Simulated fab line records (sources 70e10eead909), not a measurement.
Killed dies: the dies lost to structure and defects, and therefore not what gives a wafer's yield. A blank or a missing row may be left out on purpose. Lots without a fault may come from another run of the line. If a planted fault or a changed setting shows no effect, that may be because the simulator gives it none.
fab line records	flow nandHarc	part 2 of 2: steps 5 to 6 of 6
record lots=24	wafers=72	lastDay=35
route steps=1302 shown P_ZERO_WELL@16 P_STI@91 P_GATE@170 P_CONTACT@237
lots untouched by any fault: they come from a run of this same line in which no faults occurred
startH: hours from the record's opening day to when the first of the lot's shown wafers began	waitH: hours from the lot's prior step to this one	" unchanged from the row above	L1.1+2: several wafers, shown together as one row	- no value, or no start given	* or withheld: withheld	< > ~ a bound
route shown NAME@n: names a module that has steps shown in the file, with the first one's number in the route	usual: average and standard deviation across the fault-free wafers	same: alike in all rows	chamber/n: place in a boat	sites: per-site readings	_std_site: their standard deviation	_edge_site: the outer-site mean with the inner-site mean subtracted	radiusMm: how far each site lies from the wafer's centre	mask NAME#n: copy n	behind: tool/chamber where the wafer was last shaped	hold: cause of the lot's hold/its duration in hours/its outcome	device: which transistor (n, p or np) failed to switch	end of line: the route-end tests of the same wafers	a step without rows: its recipe alone	killed: not the wafer's yield, but the dies lost to structure and defects at the first sort	map: a wafer's dies, marking killed ones x, the rest . and places with no die _
set.NAME: the setting the step ran with; set.NAME@STEP: the setting that earlier step ran with	model.NAME: the simulator's own value behind a step, which no gauge read
route steps across a sampled set of lots; one table per step, one row per wafer
services: the hour from which a tool's chamber was out of use, counted from the record's first day as startH (under 0 if before that day), plus the number of hours and why
## steps
# step NHARC_P_GATE_STRIP_112
# recipe powerW=1500	tempC=110	timeS=200	chemistry=N2/H2
# usual drypumpMotorCurrentA=5.85/0.28	heaterPowerW=89/6.9	tempC=109.98/0.14
lot.wafer	tool	chamber	startH	waitH	drypumpMotorCurrentA	heaterPowerW	rfHoursCounterH	tempC
L074.2	plasmaAsher-01	1	107.88	0.2	6.25	99	24	109.97
L074.3	"	0	"	"	5.79	82	-	109.89
L074.5	"	1	"	"	6.22	97	-	110.06
L075.1	plasmaAsher-01	0	121.53	0.2	5.81	85	26	110.00
L075.3	"	1	"	"	6.22	95	-	110.00
L075.4	"	0	"	"	5.80	82	-	110.08
L076.2	plasmaAsher-02	0	126.73	0.2	5.65	100	10	109.94
L076.4	"	0	"	"	5.65	101	-	109.83
L076.5	"	0	"	"	5.65	97	-	110.10
L077.1	plasmaAsher-01	1	136.72	0.2	6.24	99	29	110.30
L077.6	"	1	"	"	6.26	99	-	110.36
L077.5	"	0	"	"	5.77	80	-	110.00
L082.2	plasmaAsher-02	1	210.96	0.2	5.50	93	23	110.10
L082.3	"	0	"	"	5.67	102	-	109.97
L082.6	"	0	"	"	5.64	99	-	110.12
L081.1	plasmaAsher-02	0	211.63	0.2	5.65	99	23	109.74
L081.3	"	1	"	"	5.52	96	-	110.09
L081.6	"	0	"	"	5.65	101	-	109.94
L078.1	plasmaAsher-01	0	212.31	0.2	5.79	81	6	110.14
L078.3	"	0	"	"	5.80	82	-	110.05
L078.5	"	0	"	"	5.81	77	-	110.11
L083.1	plasmaAsher-02	1	217.84	0.2	5.50	96	26	109.85
L083.2	"	0	"	"	5.66	101	26	109.96
L083.4	"	0	"	"	5.64	98	-	109.93
L080.2	plasmaAsher-01	1	218.55	0.2	6.25	92	9	109.86
L080.4	"	1	"	"	6.27	90	-	110.01
L080.5	"	0	"	"	5.80	80	-	109.98
L084.3	plasmaAsher-01	1	219.03	0.2	6.25	91	-	109.98
L084.4	"	0	"	"	5.79	79	-	109.84
L084.5	"	0	"	"	5.79	78	-	109.85
L079.1	plasmaAsher-01	1	224.25	0.2	6.25	89	11	109.97
L079.3	"	0	"	"	5.79	81	-	110.21
L079.5	"	1	"	"	6.25	90	-	109.86
L085.3	plasmaAsher-02	0	227.25	0.2	5.67	100	-	110.02
L085.4	"	1	"	"	5.51	94	-	109.74
L085.6	"	0	"	"	5.65	101	-	110.11
L086.1	plasmaAsher-02	1	230.79	0.2	5.51	96	32	109.95
L086.4	"	1	"	"	5.49	94	-	110.00
L086.3	"	0	"	"	5.66	98	-	110.10
L087.2	plasmaAsher-01	1	252.76	0.2	6.25	89	18	109.98
L087.1	"	0	"	"	5.80	80	18	110.02
L087.5	"	1	"	"	6.26	90	-	109.88
L088.4	plasmaAsher-01	0	254.10	0.2	5.79	79	-	110.00
L088.3	"	1	"	"	6.22	90	-	109.92
L088.5	"	1	"	"	6.24	89	-	110.07
L089.4	plasmaAsher-01	1	257.57	0.4	6.24	91	-	109.92
L089.5	"	0	"	"	5.79	80	-	109.59
L089.6	"	1	"	"	6.24	89	-	109.86
L090.1	plasmaAsher-02	1	270.03	0.2	5.51	89	1	110.00
L090.3	"	0	"	"	5.65	94	-	109.90
L090.5	"	0	"	"	5.63	91	-	109.74
L091.1	plasmaAsher-01	0	276.86	0.2	5.78	79	27	109.85
L091.6	"	1	"	"	6.25	90	-	110.15
L091.5	"	0	"	"	5.80	81	-	109.80
L092.1	plasmaAsher-01	1	295.21	0.2	6.23	91	31	109.99
L092.6	"	1	"	"	6.24	91	-	110.07
L092.5	"	0	"	"	5.79	81	-	109.99
L093.1	plasmaAsher-01	1	297.17	0.4	6.23	90	31	110.03
L093.2	"	0	"	"	5.78	81	31	109.97
L093.5	"	0	"	"	5.79	80	-	110.23
L094.2	plasmaAsher-01	0	308.43	0.2	5.81	78	33	110.02
L094.1	"	1	"	"	6.26	92	33	109.89
L094.3	"	0	"	"	5.81	79	-	110.04
L095.1	plasmaAsher-02	0	328.54	0.2	5.66	93	13	109.74
L095.3	"	0	"	"	5.64	89	-	109.90
L095.5	"	0	"	"	5.65	89	-	109.84
L096.3	plasmaAsher-01	0	334.80	0.3	5.82	81	-	110.17
L096.6	"	1	"	"	6.22	92	-	110.00
L096.5	"	0	"	"	5.80	80	-	110.14
L097.2	plasmaAsher-02	1	339.84	0.2	5.51	90	15	110.07
L097.3	"	1	"	"	5.51	90	-	110.18
L097.6	"	0	"	"	5.64	90	-	110.09
# step NHARC_P_CONTACT_ETCH_36
# recipe targetDepthA=2600	overEtchFrac=0.25	timeS=406.25	ionEnergyEv=200	n2FlowSccm=150	h2FlowSccm=150	arFlowSccm=0	rfW=400	biasW=150	chemistry=N2/H2
# usual drypumpMotorCurrentA=5.61/0.23	h2FlowSccm=150.0/0.44	oesProductAu=0.995/0.011	rfFwdPowerW=399.2/1.2	rfVppV=430.3/2.5	showerheadPlenumPTorr=2.03/0.089	throttleValvePct=14.173/0.0095
lot.wafer	tool	chamber	startH	waitH	drypumpMotorCurrentA	h2FlowSccm	oesProductAu	rfFwdPowerW	rfHoursCounterH	rfVppV	showerheadPlenumPTorr	throttleValvePct
L074.2	rieDiel-07	3	-	-	5.70	150.0	0.983	397.6	3.9	432.2	2.09	14.167
L074.3	"	0	"	"	5.55	149.1	0.998	399.7	3.1	429.5	1.95	14.166
L074.5	"	0	"	"	5.52	149.4	0.998	400.7	-	427.9	1.95	14.173
L075.3	rieDiel-13	3	-	-	5.42	149.9	0.984	399.5	4.8	429.4	1.98	14.167
L075.1	"	0	"	"	5.86	150.5	1.016	399.2	4.6	428.9	1.94	14.171
L075.4	"	1	"	"	5.66	150.2	0.987	401.7	3.8	433.5	2.14	14.179
L076.4	rieDiel-07	3	-	-	5.72	150.0	0.980	398.3	0.1	431.8	2.09	14.179
L076.2	"	0	"	"	5.56	149.9	0.998	397.1	0.1	427.9	1.95	14.153
L076.5	"	3	"	"	5.71	150.9	0.980	399.7	-	431.1	2.09	14.179
L077.1	rieDiel-07	3	-	-	5.71	150.1	0.985	398.4	0.8	432.4	2.09	14.182
L077.5	"	1	"	"	5.53	150.5	0.998	401.6	-	427.3	1.93	14.176
L077.6	"	2	"	"	5.24	149.5	0.999	398.2	-	434.1	2.19	14.172
L082.2	rieDiel-07	2	-	-	5.24	150.6	0.992	400.4	2.1	434.1	2.19	14.169
L082.3	"	3	"	"	5.70	150.2	0.991	398.0	2.2	433.3	2.09	14.160
L082.6	"	1	"	"	5.49	149.3	1.000	398.8	-	426.7	1.93	14.191
L081.3	rieDiel-13	2	-	-	6.11	149.9	1.011	399.1	0.7	428.7	2.00	14.177
L081.1	"	3	"	"	5.40	149.9	0.983	399.7	0.6	429.6	1.98	14.186
L081.6	"	0	"	"	5.88	150.5	1.013	398.9	-	427.4	1.94	14.166
L078.1	rieDiel-07	2	-	-	5.25	150.1	0.996	399.1	2.5	435.1	2.19	14.167
L078.3	"	3	"	"	5.75	149.5	0.992	401.8	2.5	432.2	2.09	14.186
L078.5	"	1	"	"	5.50	150.2	1.004	399.4	-	429.6	1.93	14.166
L083.1	rieDiel-13	0	-	-	5.89	149.9	1.015	397.3	1.3	430.3	1.94	14.181
L083.2	"	3	"	"	5.41	150.4	0.988	398.1	1.4	428.6	1.98	14.181
L083.4	"	3	"	"	5.39	150.1	0.977	399.0	-	428.1	1.98	14.196
L080.2	rieDiel-13	3	-	-	5.40	150.2	0.975	401.8	1.9	428.1	1.98	14.170
L080.5	"	0	"	"	5.90	150.0	1.015	400.2	-	427.7	1.94	14.163
L080.4	"	2	"	"	6.11	149.3	1.006	399.4	-	429.6	2.00	14.172
L084.4	rieDiel-07	2	-	-	5.23	150.4	0.995	398.5	3.0	435.9	2.19	14.176
L084.3	"	3	"	"	5.69	149.8	0.993	399.2	2.8	431.6	2.09	14.174
L084.5	"	3	"	"	5.68	149.9	0.991	399.0	-	433.1	2.09	14.185
L079.3	rieDiel-07	0	-	-	5.52	150.1	1.009	398.2	3.3	429.2	1.95	14.170
L079.1	"	3	"	"	5.73	150.3	0.990	399.1	3.3	431.8	2.09	14.170
L079.5	"	0	"	"	5.55	150.7	0.999	398.6	-	427.7	1.95	14.171
L085.3	rieDiel-02	2	-	-	5.74	150.2	0.985	399.9	1.1	429.1	2.01	14.176
L085.4	"	2	"	"	5.70	149.5	0.996	400.5	-	431.2	2.01	14.165
L085.6	"	3	"	"	5.75	149.9	0.981	397.6	-	430.8	2.04	14.154
L086.4	rieDiel-13	0	-	-	5.88	149.6	1.000	399.4	2.5	428.4	1.94	14.184
L086.1	"	1	"	"	5.69	150.4	1.001	399.5	0.6	433.2	2.14	14.172
L086.3	"	2	"	"	6.11	150.1	1.009	401.1	2.6	428.8	2.00	14.154
L087.1	rieDiel-02	3	-	-	5.73	150.1	0.981	399.5	2.6	431.3	2.04	14.180
L087.2	"	1	"	"	5.97	150.0	0.993	396.7	0.5	427.9	1.95	14.158
L087.5	"	2	"	"	5.68	149.4	0.982	401.2	-	429.8	2.00	14.182
L088.3	rieDiel-07	3	-	-	5.67	150.3	0.985	399.2	4.3	433.0	2.09	14.171
L088.4	"	0	"	"	5.54	149.2	0.989	399.4	4.5	429.3	1.95	14.189
L088.5	"	0	"	"	5.53	149.2	0.998	398.5	-	428.0	1.95	14.166
L089.4	rieDiel-02	0	-	-	5.50	149.2	0.985	400.0	3.0	433.5	2.14	14.178
L089.5	"	3	"	"	5.70	150.9	0.983	398.0	-	430.6	2.04	14.187
L089.6	"	0	"	"	5.49	149.5	0.988	399.7	-	433.5	2.14	14.176
L090.1	rieDiel-13	3	-	-	5.42	150.0	0.978	395.9	3.7	429.0	1.98	14.190
L090.3	"	2	"	"	6.11	149.8	1.002	400.0	3.7	428.2	2.00	14.173
L090.5	"	0	"	"	5.89	149.4	1.013	400.1	-	427.3	1.94	14.183
L091.1	rieDiel-02	1	-	-	5.94	150.0	0.987	398.0	1.9	429.6	1.95	14.179
L091.5	"	0	"	"	5.46	150.7	0.980	400.3	-	434.4	2.14	14.175
L091.6	"	1	"	"	5.96	149.8	0.980	398.0	-	428.4	1.95	14.190
L092.1	rieDiel-02	0	-	-	5.51	150.5	0.998	399.4	5.2	433.0	2.13	14.163
L092.6	"	3	"	"	5.75	150.5	0.991	401.9	-	430.8	2.04	14.171
L092.5	"	0	"	"	5.49	150.9	0.986	397.4	-	434.1	2.13	14.175
L093.1	rieDiel-07	0	-	-	5.54	150.2	0.993	398.8	0.1	427.4	1.95	14.170
L093.2	"	1	"	"	5.51	150.4	1.015	397.4	0.1	426.4	1.93	14.172
L093.5	"	2	"	"	5.26	149.4	1.014	399.3	-	435.6	2.19	14.175
L094.1	rieDiel-07	0	-	-	5.54	149.4	0.993	399.0	0.4	429.1	1.95	14.185
L094.2	"	1	"	"	5.49	150.8	1.018	401.0	0.5	427.6	1.93	14.178
L094.3	"	3	"	"	5.68	150.5	0.987	403.7	0.5	432.5	2.09	14.179
L095.1	rieDiel-02	2	-	-	5.67	150.1	0.976	401.3	6.6	429.3	2.00	14.175
L095.3	"	3	"	"	5.74	149.7	0.985	398.4	7.1	429.7	2.04	14.179
L095.5	"	3	"	"	5.74	149.6	0.994	398.5	-	429.0	2.04	14.168
L096.3	rieDiel-07	0	-	-	5.52	149.7	0.985	401.7	1.2	426.9	1.95	14.160
L096.6	"	1	"	"	5.50	149.4	1.013	400.5	-	427.0	1.93	14.164
L096.5	"	2	"	"	5.24	150.2	1.018	400.3	-	434.9	2.19	14.180
L097.2	rieDiel-07	0	-	-	5.53	150.4	0.983	400.2	1.5	427.9	1.95	14.176
L097.3	"	1	"	"	5.49	149.8	1.009	398.1	1.5	428.1	1.93	14.188
L097.6	"	1	"	"	5.50	150.2	1.016	398.3	-	427.3	1.93	14.169
## services
tool	chamber	startH	hours	kind
rieDiel-09	1	6.34	4.5	repair
rieDiel-07	1	13.01	2.5	repair
rieDiel-07	-	13.88	0.7	repair
rieDiel-09	0	32.59	4.5	repair
rieDiel-09	2	39.51	2.8	repair
rieDiel-06	1	45.70	15.8	repair
rieDiel-07	0	59.74	27.1	repair
rieDiel-06	3	72.08	14.6	repair
rieDiel-06	-	106.07	0.4	repair
rieDiel-07	-	117.20	9.0	pm
plasmaAsher-01	-	123.01	1.9	repair
rieDiel-06	-	130.26	9.0	pm
rieDiel-07	1	164.52	11.1	repair
plasmaAsher-01	-	165.00	9.0	pm
rieDiel-06	-	172.71	0.1	repair
rieDiel-06	3	175.54	5.8	repair
rieDiel-07	0	198.93	1.2	repair
rieDiel-06	0	260.76	2.7	repair
rieDiel-07	1	280.75	7.2	repair
rieDiel-07	-	294.20	9.0	pm
rieDiel-06	-	307.26	9.0	pm
rieDiel-06	0	319.73	7.8	repair
rieDiel-06	-	339.55	31.5	repair
plasmaAsher-01	-	342.00	9.0	pm
